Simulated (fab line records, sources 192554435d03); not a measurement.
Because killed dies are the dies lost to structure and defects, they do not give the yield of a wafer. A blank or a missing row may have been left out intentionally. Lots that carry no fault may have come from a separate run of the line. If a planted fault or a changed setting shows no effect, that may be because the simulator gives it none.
3 desks looking at one fault || flow n5 finfet || each desk has only its own numbers; what lay behind them comes last

== FROM THE METROLOGY DESK ==
What the gauges read for every lot (on any tool): the sampled wafers with a number, averaged. The brackets show how far a lot's mean lies from the usual mean; more than 4 standard deviations puts the lot out of limits, marked OUT. Only the readings that lie furthest out on some lot appear, 7 of the 10 it has.
Columns: A = DIBL_N at N5_BEOL_M4_RC_MEAS_101, usual 36.4 mV/V; B = IOFF_P at N5_BEOL_M4_RC_MEAS_101, usual 0.23 nA/um; C = ION_N at N5_BEOL_M4_RC_MEAS_101, usual 674 uA/um; D = ION_P at N5_BEOL_M4_RC_MEAS_101, usual 464 uA/um; E = SS_P at N5_BEOL_M4_RC_MEAS_101, usual 73.3 mV/dec; F = VT_N at N5_BEOL_M4_RC_MEAS_101, usual 250 mV; G = VT_P at N5_BEOL_M4_RC_MEAS_101, usual -249 mV
{"lot": "L603", "first seen here": "day 10 12:07", "A": 38.0, "B": 0.29, "C": 656, "D": 452, "E": 74.8, "F": 248, "G": -246}
{"lot": "L602", "first seen here": "day 10 23:06", "A": 35.6, "B": 0.26, "C": 678, "D": 474, "E": 73.1, "F": 251, "G": -244}
{"lot": "L609", "first seen here": "day 11 02:43", "A": 37.4, "B": 0.26, "C": 669, "D": 462, "E": 73.4, "F": 247, "G": -245}
{"lot": "L607", "first seen here": "day 11 07:29", "A": 36.5, "B": 0.21, "C": 678, "D": 462, "E": 73.7, "F": 250, "G": -251}
{"lot": "L606", "first seen here": "day 11 08:59", "A": 37.9, "B": 0.22, "C": 682, "D": 461, "E": 73.7, "F": 248, "G": -250}
{"lot": "L608", "first seen here": "day 11 19:19", "A": 34.4, "B": 0.21, "C": 667, "D": 459, "E": 73.2, "F": 250, "G": -251}
{"lot": "L614", "first seen here": "day 12 13:23", "A": 36.4, "B": 0.23, "C": 664, "D": 460, "E": 73.4, "F": 250, "G": -248}
{"lot": "L619", "first seen here": "day 14 05:27", "A": 37.5, "B": 0.24, "C": 684, "D": 466, "E": 73.4, "F": 246, "G": -246}
{"lot": "L620", "first seen here": "day 14 14:22", "A": 35.3, "B": 0.19, "C": 674, "D": 461, "E": 72.4, "F": 249, "G": -248}
{"lot": "L621", "first seen here": "day 14 19:58", "A": 35.6, "B": 0.21, "C": 682, "D": 467, "E": 72.7, "F": 250, "G": -250}
{"lot": "L623", "first seen here": "day 15 13:28", "A": 33.8, "B": 0.20, "C": 663, "D": 464, "E": 72.3, "F": 252, "G": -249}
This desk found nothing out of limits on any of the 11 lots.

== THE DEFECT DESK ==
Lot by lot, what the route's inspections counted, given as the mean of those sampled wafers with a number. The brackets show how far a lot's mean lies from the usual mean; more than 4 standard deviations puts the lot out of limits, marked OUT.
Columns: A = raw defect count at N5_BEOL_M0_INSPECT_127, usual 71
{"lot": "L602", "first seen here": "day 7 02:13", "A": 56}
{"lot": "L603", "first seen here": "day 7 06:46", "A": 71}
{"lot": "L606", "first seen here": "day 7 16:48", "A": 81}
{"lot": "L607", "first seen here": "day 7 18:21", "A": 121}
{"lot": "L608", "first seen here": "day 8 12:34", "A": 38}
{"lot": "L609", "first seen here": "day 8 18:16", "A": 74}
{"lot": "L614", "first seen here": "day 9 13:42", "A": 80}
{"lot": "L619", "first seen here": "day 10 20:32", "A": 106}
{"lot": "L620", "first seen here": "day 11 02:43", "A": 55}
{"lot": "L621", "first seen here": "day 11 07:56", "A": 124}
{"lot": "L623", "first seen here": "day 11 15:41", "A": 68}
This desk found nothing out of limits on any of the 11 lots.

== FOR THE TOOL OWNER'S DESK: pecvd-04 ==
The tool's own readings at N5_BEOL_M1_PECVD_72 (deposits SiO2 from TEOS/O2, target thk 16 nm, time 18 s): means of the sampled wafers that have a number, for each lot that ran on this tool. The brackets show how far a lot's mean lies from the usual mean; more than 4 standard deviations puts the lot out of limits, marked OUT.
Columns: A = heater power w at N5_BEOL_M1_PECVD_72, usual 736 W; B = showerhead plenum p Torr at N5_BEOL_M1_PECVD_72, usual 8.79 Torr; C = susceptor temp C at N5_BEOL_M1_PECVD_72, usual 399.99 C; D = throttle valve pct at N5_BEOL_M1_PECVD_72, usual 22.4 %
{"lot": "L602", "first seen here": "day 7 02:21", "A": 899, "B": 8.70, "C": 399.68, "D": 20.9}
{"lot": "L607", "first seen here": "day 7 18:29", "A": 950, "B": 8.74, "C": "432.64 (+99 or more) OUT", "D": 22.2}
{"lot": "L609", "first seen here": "day 8 18:24", "A": 1016, "B": 8.75, "C": "432.57 (+99 or more) OUT", "D": 21.8}
{"lot": "L620", "first seen here": "day 11 02:52", "A": 778, "B": 8.79, "C": 399.85, "D": 23.7}
{"lot": "L623", "first seen here": "day 11 15:49", "A": 674, "B": 8.77, "C": 399.78, "D": 23.1}
This desk's verdict: out of limits on L607, L609, starting with L607 at day 7 18:29 (susceptor temp C at N5_BEOL_M1_PECVD_72). L602, L620, L623: within limits.

== TAKEN TOGETHER ==
At day 7 18:29, on L607, L609, the tool owner's desk was in a position to raise an alarm.
The metrology desk saw nothing out of limits.
Nothing out of limits was seen by the defect desk.
The metrology desk has L607, L609 on record, within its limits.
The defect desk has L607, L609 on record, within its limits.
All the named lots went through N5_BEOL_M1_PECVD_72 on pecvd-04.

== WHAT THE SIMULATOR PUT IN ==
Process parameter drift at N5_BEOL_M1_PECVD_72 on pecvd-04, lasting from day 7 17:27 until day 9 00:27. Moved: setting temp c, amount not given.
Lots struck among those shown: L607, L609.
Each desk's first reading out of limits, in hours after the fault started: the tool owner's desk, 1.
